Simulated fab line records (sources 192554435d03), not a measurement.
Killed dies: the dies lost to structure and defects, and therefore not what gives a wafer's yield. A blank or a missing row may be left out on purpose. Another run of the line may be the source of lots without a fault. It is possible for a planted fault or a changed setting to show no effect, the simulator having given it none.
Matching of chambers    flow n5-finfet    N5_BEOL_M0_SAQP_HM_OPEN_112 on rie-diel-01: 4 sister chambers
The step chemistry CHF3/O2, target SiO2, stops on a-Si, target depth 12 nm, time 13.5 s. 8 wafers are shown with their chamber, then 7 later ones without.

## WAFERS WITH THEIR CHAMBER
wafer   chamber  rf-vpp-V (V)  drypump-motor-current-A (A)
L753.5  3        529           5.8
L756.3  2        517           5.8
L756.4  3        534           5.9
L771.2  2        527           5.9
L771.3  0        539           6.3
L771.6  1        501           5.8
L773.3  0        539           6.3
L773.5  1        502           5.8

## WAFERS WITHOUT THEIR CHAMBER
wafer   rf-vpp-V (V)  drypump-motor-current-A (A)
L773.6  526           5.8
L774.2  540           6.3
L774.4  501           5.8
L774.5  526           5.8
L775.3  531           5.9
L775.4  504           5.8
L775.5  538           6.4

## THE CHAMBER EACH PASSED THROUGH
wafer   from the rows above      in truth
L773.6  can't be placed: 2 or 3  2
L774.2  0                        0
L774.4  1                        1
L774.5  can't be placed: 2 or 3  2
L775.3  can't be placed: 3 or 2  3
L775.4  1                        1
L775.5  0                        0
4 of 7 placed correctly. Can't be placed from these rows: 3 (the true chamber is among the candidates in 3). Number placed wrongly: 0.
How it was worked out, from the rows above alone: a wafer's distance from a chamber is the root of the sum, over the readings, of the square of ((its reading less the chamber's mean) divided by the reading's scatter). The wafer belongs to the nearest chamber; if the next one is less than 2 further off, it can't be placed. For every chamber, the mean is computed from those of its wafers that are shown. The scatter: the root of (the sum of the squares of (reading less its chamber's mean) over the shown wafers, divided by (wafers less chambers)).
